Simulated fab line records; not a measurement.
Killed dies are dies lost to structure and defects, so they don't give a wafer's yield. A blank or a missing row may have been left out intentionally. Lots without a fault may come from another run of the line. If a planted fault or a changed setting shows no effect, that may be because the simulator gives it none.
Chamber matching    flow nand_harc    NHARC_A_STAIRCASE_DEP_151 on pecvd-04 has 3 sister chambers
The step deposits SiO2, target thk 3800 nm. 6 wafers are shown with their chamber, then 8 later ones without.

WAFERS, EACH WITH ITS CHAMBER
wafer   chamber  heater_power_w (W)  mfc_precursor_sccm (sccm)
L079.3  0        772                 199.8
L089.6  1        507                 200.8
L087.2  2        828                 199.2
L087.4  2        647                 199.3
L087.5  1        503                 199.5
L088.1  0        785                 199.2

WAFERS WITHOUT THEIR CHAMBER
wafer   heater_power_w (W)  mfc_precursor_sccm (sccm)
L088.2  804                 199.8
L088.5  663                 199.6
L093.3  571                 200.7
L093.4  636                 200.0
L093.6  494                 199.8
L097.2  604                 199.5
L097.4  666                 200.4
L097.6  493                 200.6

CHAMBER TAKEN BY EACH
wafer   from the rows above           in truth
L088.2  can't be placed: 0 or 2       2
L088.5  can't be placed: 2 or 0 or 1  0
L093.3  1                             1
L093.4  can't be placed: 1 or 2 or 0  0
L093.6  1                             1
L097.2  can't be placed: 1 or 2 or 0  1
L097.4  can't be placed: 0 or 2 or 1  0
L097.6  1                             1
3 of 8 placed correctly. Not placeable from these rows: 5 (in 5, the candidates include the true chamber). Number placed wrongly: 0.
How it was worked out, from the rows above alone: a wafer's distance from a chamber is the root of the sum, over the readings, of the square of ((its reading less the chamber's mean) divided by the reading's scatter). The wafer belongs to the nearest chamber; if the next one is less than 2 further off, it can't be placed. Each chamber's mean is taken over the wafers shown for it. The scatter is the square root of a quotient: the sum, over the shown wafers, of each reading's squared deviation from its chamber's mean, divided by wafers minus chambers.
